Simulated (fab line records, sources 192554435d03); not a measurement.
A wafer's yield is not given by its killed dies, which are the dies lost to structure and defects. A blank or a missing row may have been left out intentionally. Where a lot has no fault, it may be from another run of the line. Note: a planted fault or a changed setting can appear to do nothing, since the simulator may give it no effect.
Matching of chambers || flow n5-finfet || N5_BEOL_M14_ILD_DEP_00 on pecvd-03: 3 sister chambers
The step deposits SiO2 from TEOS/O2, target thk 1119.3 nm, time 237.4 s. 22 wafers are shown with their chamber, then 11 later ones without.

== WAFERS, EACH WITH ITS CHAMBER ==
{"wafer": "L074.1", "chamber": 2, "throttle-valve-pct (%)": 17.4, "showerhead-plenum-p-Torr (Torr)": 8.34, "heater-power-w (W)": 474}
{"wafer": "L074.3", "chamber": 0, "throttle-valve-pct (%)": 19.2, "showerhead-plenum-p-Torr (Torr)": 8.35, "heater-power-w (W)": 641}
{"wafer": "L074.5", "chamber": 2, "throttle-valve-pct (%)": 17.4, "showerhead-plenum-p-Torr (Torr)": 8.34, "heater-power-w (W)": 518}
{"wafer": "L079.1", "chamber": 0, "throttle-valve-pct (%)": 19.6, "showerhead-plenum-p-Torr (Torr)": 8.35, "heater-power-w (W)": 498}
{"wafer": "L079.3", "chamber": 2, "throttle-valve-pct (%)": 17.5, "showerhead-plenum-p-Torr (Torr)": 8.33, "heater-power-w (W)": 510}
{"wafer": "L079.4", "chamber": 2, "throttle-valve-pct (%)": 17.6, "showerhead-plenum-p-Torr (Torr)": 8.35, "heater-power-w (W)": 582}
{"wafer": "L087.2", "chamber": 2, "throttle-valve-pct (%)": 17.9, "showerhead-plenum-p-Torr (Torr)": 8.33, "heater-power-w (W)": 529}
{"wafer": "L087.4", "chamber": 2, "throttle-valve-pct (%)": 17.2, "showerhead-plenum-p-Torr (Torr)": 8.32, "heater-power-w (W)": 575}
{"wafer": "L087.6", "chamber": 1, "throttle-valve-pct (%)": 19.2, "showerhead-plenum-p-Torr (Torr)": 8.27, "heater-power-w (W)": 595}
{"wafer": "L088.2", "chamber": 1, "throttle-valve-pct (%)": 19.2, "showerhead-plenum-p-Torr (Torr)": 8.28, "heater-power-w (W)": 461}
{"wafer": "L088.5", "chamber": 0, "throttle-valve-pct (%)": 19.2, "showerhead-plenum-p-Torr (Torr)": 8.34, "heater-power-w (W)": 481}
{"wafer": "L088.6", "chamber": 1, "throttle-valve-pct (%)": 19.2, "showerhead-plenum-p-Torr (Torr)": 8.31, "heater-power-w (W)": 538}
{"wafer": "L097.3", "chamber": 1, "throttle-valve-pct (%)": 19.1, "showerhead-plenum-p-Torr (Torr)": 8.27, "heater-power-w (W)": 455}
{"wafer": "L097.4", "chamber": 2, "throttle-valve-pct (%)": 17.5, "showerhead-plenum-p-Torr (Torr)": 8.32, "heater-power-w (W)": 556}
{"wafer": "L097.5", "chamber": 0, "throttle-valve-pct (%)": 19.5, "showerhead-plenum-p-Torr (Torr)": 8.33, "heater-power-w (W)": 627}
{"wafer": "L091.1", "chamber": 2, "throttle-valve-pct (%)": 17.8, "showerhead-plenum-p-Torr (Torr)": 8.34, "heater-power-w (W)": 554}
{"wafer": "L091.2", "chamber": 1, "throttle-valve-pct (%)": 18.8, "showerhead-plenum-p-Torr (Torr)": 8.28, "heater-power-w (W)": 553}
{"wafer": "L091.3", "chamber": 0, "throttle-valve-pct (%)": 19.6, "showerhead-plenum-p-Torr (Torr)": 8.32, "heater-power-w (W)": 561}
{"wafer": "L092.1", "chamber": 2, "throttle-valve-pct (%)": 17.5, "showerhead-plenum-p-Torr (Torr)": 8.33, "heater-power-w (W)": 458}
{"wafer": "L092.2", "chamber": 1, "throttle-valve-pct (%)": 19.0, "showerhead-plenum-p-Torr (Torr)": 8.27, "heater-power-w (W)": 548}
{"wafer": "L092.5", "chamber": 1, "throttle-valve-pct (%)": 19.1, "showerhead-plenum-p-Torr (Torr)": 8.30, "heater-power-w (W)": 578}
{"wafer": "L094.1", "chamber": 1, "throttle-valve-pct (%)": 19.1, "showerhead-plenum-p-Torr (Torr)": 8.27, "heater-power-w (W)": 585}

SIGNATURES, as means of the wafers listed above
{"reading": "throttle-valve-pct", "chamber 0": 19.420, "chamber 1": 19.087, "chamber 2": 17.533, "scatter within a chamber": 0.186}
{"reading": "showerhead-plenum-p-Torr", "chamber 0": 8.3380, "chamber 1": 8.2812, "chamber 2": 8.3333, "scatter within a chamber": 0.0129}
{"reading": "heater-power-w", "chamber 0": 561.60, "chamber 1": 539.12, "chamber 2": 528.44, "scatter within a chamber": 54.4}
Rule: for each reading, subtract the chamber's mean from the wafer's reading, divide by that reading's scatter and square the result; add these up over the readings and take the root, which gives the wafer's distance from the chamber. If the next closest chamber is less than 2 further off than the closest, the wafer can't be placed; otherwise it belongs to the closest. The scatter: the root of (the sum of the squares of (reading less its chamber's mean) over the shown wafers, divided by (wafers less chambers)).

== WAFERS MISSING THEIR CHAMBER ==
{"wafer": "L094.5", "throttle-valve-pct (%)": 19.2, "showerhead-plenum-p-Torr (Torr)": 8.29, "heater-power-w (W)": 460}
{"wafer": "L094.6", "throttle-valve-pct (%)": 17.7, "showerhead-plenum-p-Torr (Torr)": 8.32, "heater-power-w (W)": 429}
{"wafer": "L096.3", "throttle-valve-pct (%)": 19.3, "showerhead-plenum-p-Torr (Torr)": 8.29, "heater-power-w (W)": 557}
{"wafer": "L096.4", "throttle-valve-pct (%)": 19.3, "showerhead-plenum-p-Torr (Torr)": 8.27, "heater-power-w (W)": 602}
{"wafer": "L096.6", "throttle-valve-pct (%)": 17.7, "showerhead-plenum-p-Torr (Torr)": 8.32, "heater-power-w (W)": 518}
{"wafer": "L082.1", "throttle-valve-pct (%)": 17.7, "showerhead-plenum-p-Torr (Torr)": 8.31, "heater-power-w (W)": 445}
{"wafer": "L082.3", "throttle-valve-pct (%)": 19.1, "showerhead-plenum-p-Torr (Torr)": 8.29, "heater-power-w (W)": 573}
{"wafer": "L082.6", "throttle-valve-pct (%)": 19.6, "showerhead-plenum-p-Torr (Torr)": 8.34, "heater-power-w (W)": 612}
{"wafer": "L093.1", "throttle-valve-pct (%)": 17.6, "showerhead-plenum-p-Torr (Torr)": 8.33, "heater-power-w (W)": 592}
{"wafer": "L093.4", "throttle-valve-pct (%)": 17.7, "showerhead-plenum-p-Torr (Torr)": 8.33, "heater-power-w (W)": 431}
{"wafer": "L093.5", "throttle-valve-pct (%)": 19.1, "showerhead-plenum-p-Torr (Torr)": 8.36, "heater-power-w (W)": 629}

== WHICH CHAMBER EACH WENT THROUGH ==
{"wafer": "L094.5", "from the rows above": 1, "in truth": 1}
{"wafer": "L094.6", "from the rows above": 2, "in truth": 2}
{"wafer": "L096.3", "from the rows above": 1, "in truth": 1}
{"wafer": "L096.4", "from the rows above": 1, "in truth": 1}
{"wafer": "L096.6", "from the rows above": 2, "in truth": 2}
{"wafer": "L082.1", "from the rows above": 2, "in truth": 2}
{"wafer": "L082.3", "from the rows above": 1, "in truth": 1}
{"wafer": "L082.6", "from the rows above": 0, "in truth": 0}
{"wafer": "L093.1", "from the rows above": 2, "in truth": 2}
{"wafer": "L093.4", "from the rows above": 2, "in truth": 2}
{"wafer": "L093.5", "from the rows above": 0, "in truth": 0}
Placed correctly: 11 of 11. Number that these rows cannot place: 0. Number placed wrongly: 0.
